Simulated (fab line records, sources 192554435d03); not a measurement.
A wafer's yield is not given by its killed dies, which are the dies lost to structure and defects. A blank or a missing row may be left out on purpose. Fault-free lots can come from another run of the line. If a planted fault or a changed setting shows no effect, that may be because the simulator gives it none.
Matching of chambers | flow n5_finfet | 3 sister chambers for N5_BEOL_M0_SAQP_ILD_DEP_01 on pecvd-04
The step deposits SiOC from DEMS/O2, target thk 45.419 nm, time 8.7 s. 6 wafers are shown with their chamber, then 9 later ones without.

== EACH WAFER AND ITS CHAMBER ==
wafer  | chamber | heater_power_w (W) | showerhead_plenum_p_Torr (Torr)
L087.1 | 1       | 466                | 5.674
L089.3 | 2       | 622                | 5.714
L089.6 | 1       | 506                | 5.661
L090.3 | 0       | 525                | 5.698
L090.4 | 0       | 528                | 5.702
L090.5 | 2       | 620                | 5.709

== WAFERS MISSING THEIR CHAMBER ==
wafer  | heater_power_w (W) | showerhead_plenum_p_Torr (Torr)
L094.1 | 473                | 5.667
L094.2 | 512                | 5.713
L094.5 | 517                | 5.725
L095.2 | 504                | 5.702
L095.5 | 497                | 5.718
L095.6 | 493                | 5.671
L096.2 | 509                | 5.702
L096.4 | 509                | 5.698
L096.5 | 676                | 5.706

== CHAMBER TAKEN BY EACH ==
wafer  | from the rows above | in truth
L094.1 | 1                   | 1
L094.2 | 0                   | 0
L094.5 | 0                   | 0
L095.2 | 0                   | 0
L095.5 | 0                   | 0
L095.6 | 1                   | 1
L096.2 | 0                   | 0
L096.4 | 0                   | 0
L096.5 | 2                   | 2
9 of 9 placed correctly. Left unplaced by these rows: 0. Number placed wrongly: 0.
How it was worked out, from the rows above alone: a wafer's distance from a chamber is the root of the sum, over the readings, of the square of ((its reading less the chamber's mean) divided by the reading's scatter). If the next closest chamber is less than 2 further off than the closest, the wafer can't be placed; otherwise it belongs to the closest. Each chamber's mean is taken over the wafers shown for it. The scatter: the root of (the sum of the squares of (reading less its chamber's mean) over the shown wafers, divided by (wafers less chambers)).
